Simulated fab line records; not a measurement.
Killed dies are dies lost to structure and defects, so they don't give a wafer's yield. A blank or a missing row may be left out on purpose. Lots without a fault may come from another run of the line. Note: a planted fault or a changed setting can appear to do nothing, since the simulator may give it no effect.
One fault seen from 3 desks || flow n5Finfet || each desk has only its own numbers; what lay behind them comes last

## THE DEFECT DESK
What the inspections along the route counted, lot by lot: means of the sampled wafers that have a number. Marked OUT: a lot whose mean sits more than 4 standard deviations from the usual mean, which makes it out of limits; the brackets give that distance.
Columns: A = rawDefectCount at N5_BEOL_M6_INSPECT_30, usual 407
{"lot": "L995", "first seen here": "day 9 17:22", "A": 418}
{"lot": "L999", "first seen here": "day 10 17:20", "A": 293}
{"lot": "L103", "first seen here": "day 11 14:41", "A": 381}
{"lot": "L104", "first seen here": "day 11 23:38", "A": 322}
{"lot": "L113", "first seen here": "day 14 10:58", "A": 357}
{"lot": "L114", "first seen here": "day 14 16:00", "A": 385}
Result from this desk: across the 6 lots, nothing is out of limits.

## METROLOGY DESK
What the gauges read for every lot (on any tool): the sampled wafers with a number, averaged. Marked OUT: a lot whose mean sits more than 4 standard deviations from the usual mean, which makes it out of limits; the brackets give that distance.
Columns: A = cdNm at N5_BEOL_M6_CD_MEAS_28, usual 39.99 nm; B = V5_OVL at N5_BEOL_M6_OVL_MEAS_29, usual -0.5 nm
{"lot": "L995", "first seen here": "day 9 17:16", "A": 39.71, "B": 0.0}
{"lot": "L999", "first seen here": "day 10 17:14", "A": 40.06, "B": -0.2}
{"lot": "L103", "first seen here": "day 11 14:35", "A": 40.15, "B": -0.9}
{"lot": "L104", "first seen here": "day 11 23:34", "A": 39.92, "B": -0.9}
{"lot": "L113", "first seen here": "day 14 10:52", "A": 39.81, "B": -1.0}
{"lot": "L114", "first seen here": "day 14 15:55", "A": 39.76, "B": -0.4}
Result from this desk: across the 6 lots, nothing is out of limits.

## DESK OF THE TOOL OWNER: rieDiel-05
The tool's own readings at N5_BEOL_M6_VIA_ETCH_34 (etches SiCOH lowk in C4F6/O2, target depth 126.3 nm, time 50.9 s): means of the sampled wafers that have a number, for each lot that ran on this tool. Marked OUT: a lot whose mean sits more than 4 standard deviations from the usual mean, which makes it out of limits; the brackets give that distance.
Columns: A = O2_flow_sccm at N5_BEOL_M6_VIA_ETCH_34, usual 10.00 sccm; B = chamberPressureMTorr at N5_BEOL_M6_VIA_ETCH_34, usual 30.00 mTorr; C = drypumpMotorCurrentA at N5_BEOL_M6_VIA_ETCH_34, usual 6.0 A; D = oesProductAu at N5_BEOL_M6_VIA_ETCH_34, usual 0.79 a.u.; E = rfVppV at N5_BEOL_M6_VIA_ETCH_34, usual 662 V; F = showerheadPlenumPTorr at N5_BEOL_M6_VIA_ETCH_34, usual 2.86 Torr; G = throttleValvePct at N5_BEOL_M6_VIA_ETCH_34, usual 21.04 %
{"lot": "L999", "first seen here": "day 10 17:38", "A": 10.02, "B": 29.99, "C": 6.4, "D": 0.79, "E": 667, "F": 2.90, "G": 20.93}
{"lot": "L103", "first seen here": "day 11 15:11", "A": 9.97, "B": 30.00, "C": 6.1, "D": 0.76, "E": 672, "F": 3.00, "G": 20.90}
{"lot": "L104", "first seen here": "day 12 00:10", "A": 10.01, "B": 29.99, "C": 6.1, "D": 0.74, "E": 669, "F": 2.96, "G": 20.97}
Result from this desk: across the 3 lots, nothing is out of limits.

## ALL TOGETHER
The defect desk saw nothing out of limits.
From the metrology desk's view, nothing was out of limits.
The desk of the tool owner found nothing out of limits.

## WHAT WAS PUT IN BY THE SIMULATOR
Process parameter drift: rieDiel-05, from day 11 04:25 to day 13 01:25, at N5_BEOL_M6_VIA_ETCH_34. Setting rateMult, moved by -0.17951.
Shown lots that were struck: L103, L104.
